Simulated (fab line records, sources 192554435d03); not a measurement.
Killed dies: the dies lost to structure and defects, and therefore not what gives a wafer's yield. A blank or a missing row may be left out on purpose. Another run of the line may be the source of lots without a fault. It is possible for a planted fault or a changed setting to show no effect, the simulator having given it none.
A lot that was struck, set against a sound lot ; flow n5-finfet ; 37 steps out of a route of 1938
Sound: wafers L285.1, L285.2, L285.4. Struck: wafer L273.2; the same lot's L273.3 was not struck, so it is left out; see the end for the cause.
Each step with rows lists, per side, the tool, then ch with its chambers, then its first start. Under that, the readings that differ: sound wafers ; struck wafers ; difference of the means ; sigmas: that difference in standard deviations of wafers without a fault.
alike: readings whose means differ by less than 2 such deviations, and words and numbers that are the same on both sides. not compared: withheld readings, readings that some wafer has no value for, bounds like >300 that may hide the same value, and numbers for which the record gives no deviation and whose values overlap.
Wherever a step has rows on one side only, a row that says differs or no value, or a row with sigmas, the two part there. Numbers that don't overlap but have no deviation are shown without sigmas and don't part them. A reading that every wafer of one side lacks parts them only if that side has two wafers or more.

first, 9 steps without rows for these wafers: N5_BEOL_M4_ANNEAL_95 (time 240 s); N5_BEOL_M4_SPUTTER_96 (material Cu, target thk 4.5 nm, time 8.29 s); N5_BEOL_M4_ECD_50 (material Cu, target thk 300 nm); N5_BEOL_M4_ANNEAL_51 (time 90 s); N5_BEOL_M4_CMP_52 (polishes, stops on SiOC, t overpolish 6.8 s, target thk 40 nm); N5_BEOL_M4_PRE_CLEAN_60 (time 15 s); N5_BEOL_M4_CO_CAP_55 (material Co, precursor CCTBA/H2, target thk 2 nm, time 102.1 s); N5_BEOL_M4_PRE_CLEAN_56 (time 15 s); N5_BEOL_M4_DEP_57 (deposits SiCN from 3MS/NH3, target thk 8 nm, time 14 s).
N5_BEOL_M4_RC_MEAS_101:
  sound on prober-02 ch 0, day 13 06:28; struck on prober-02 ch 0, day 9 22:15
  alike: DIBL_N, DIBL_P, IOFF_N, IOFF_P, ION_N, ION_P, SS_N, SS_P, VT_N, VT_P
then, 24 steps without rows for these wafers: N5_BEOL_M5_ILD_DEP_00 (deposits SiCOH lowk from DEMS/porogen, target thk 140.64 nm, time 25.9 s); N5_BEOL_M5_CURE_79 (cures SiCOH lowk, time 240 s); N5_BEOL_M5_PECVD_70 (deposits SiO2 from TEOS/O2, target thk 16 nm, time 18 s); N5_BEOL_M5_HM_DEP_02 (deposits TiN, target thk 20 nm); N5_BEOL_M5_COAT_59 (time 60 s, resist thk 60 nm); N5_BEOL_M5_COAT_60 (time 60 s, resist thk 12 nm); N5_BEOL_M5_COAT_71 (time 60 s, resist thk 5 nm); N5_BEOL_M5_COAT_05 (resist thk 30 nm); N5_BEOL_M5_EBR_07; N5_BEOL_M5_SOFTBAKE_06 (time 60 s); N5_BEOL_M5_EXPOSE_08 (exposes mask M5, target cd 28 nm); N5_BEOL_M5_PEB_09 (peb time 60 s); N5_BEOL_M5_DEVELOP_10 (develop time 30 s); N5_BEOL_M5_DESCUM_16 (chemistry O2, time 7 s); N5_BEOL_M5_ETCH_72 (etches underlayer in N2/H2, target depth 6.5 nm, time 5.2 s); N5_BEOL_M5_ETCH_61 (etches SiARC in CF4, target depth 15.6 nm, time 26 s); N5_BEOL_M5_ETCH_62 (etches SOC in N2/H2, target depth 75 nm, overetch 15 nm, time 112.5 s); N5_BEOL_M5_STRIP_63 (strips in N2/H2); N5_BEOL_M5_STRIP_73 (strips in N2/H2); N5_BEOL_M5_STRIP_64 (strips in CF4); N5_BEOL_M5_HM_OPEN_17 (chemistry Cl2/BCl3, target TiN, target depth 20 nm, overetch 6 nm); N5_BEOL_M5_STRIP_19 (strips in O2); N5_BEOL_M5_COAT_65 (time 60 s, resist thk 60 nm); N5_BEOL_M5_COAT_66 (time 60 s, resist thk 12 nm).
-- the record jumps here: 3 days lie between the struck wafers' starts before and after (it left off in module BEOL_M5 and takes up again in module BEOL_M11, whose first step shown is number 1566 of the route) --
N5_BEOL_M11_PEB_26: peb time 60 s.
  sound on litho-track-04 ch 0, day 15 21:50; struck on litho-track-01 ch 0, day 12 11:35
N5_BEOL_M11_CD_MEAS_28 targets a cd of 70 nm.
  sound on cd-sem-03 ch 0, day 15 21:54; struck on cd-sem-01 ch 0, day 12 11:38
reading;sound;struck;difference;sigmas
cd-nm (nm);70.2 70.2 70.8;60.4;-10.0;-11
N5_PASSIVATION_PROBE_49:
  sound: prober-01 at day 17 14:16; struck: prober-01 at day 14 06:04
reading;sound;struck;difference;sigmas
defect-limited-yield (%);90.3 92.5 91.2;80.7;-10.6;-8
killed_at_M0_to_M3;40 14 30;55;+27;+3
killed_at_M4_up;12 12 16;126;+113;+19
killed-dies;115 88 104;228;+126;+7
killed-on-rim;17 13 11;29;+15;+4
sort_bin_5_function (%);5.6 4.4 5.0;16.5;+11.5;+12
sort-n-pass;1065 1092 1076;952;-126;-7
  alike: killed-at-contacts, killed-at-front-end, killed-at-other, killed-open, killed-short, sort_bin_6_memory, sort_bin_8_speed

WHERE THEY PART
Last at N5_PASSIVATION_PROBE_49 as far as this record goes, first at N5_BEOL_M11_CD_MEAS_28.

WHY: what the simulator had put in
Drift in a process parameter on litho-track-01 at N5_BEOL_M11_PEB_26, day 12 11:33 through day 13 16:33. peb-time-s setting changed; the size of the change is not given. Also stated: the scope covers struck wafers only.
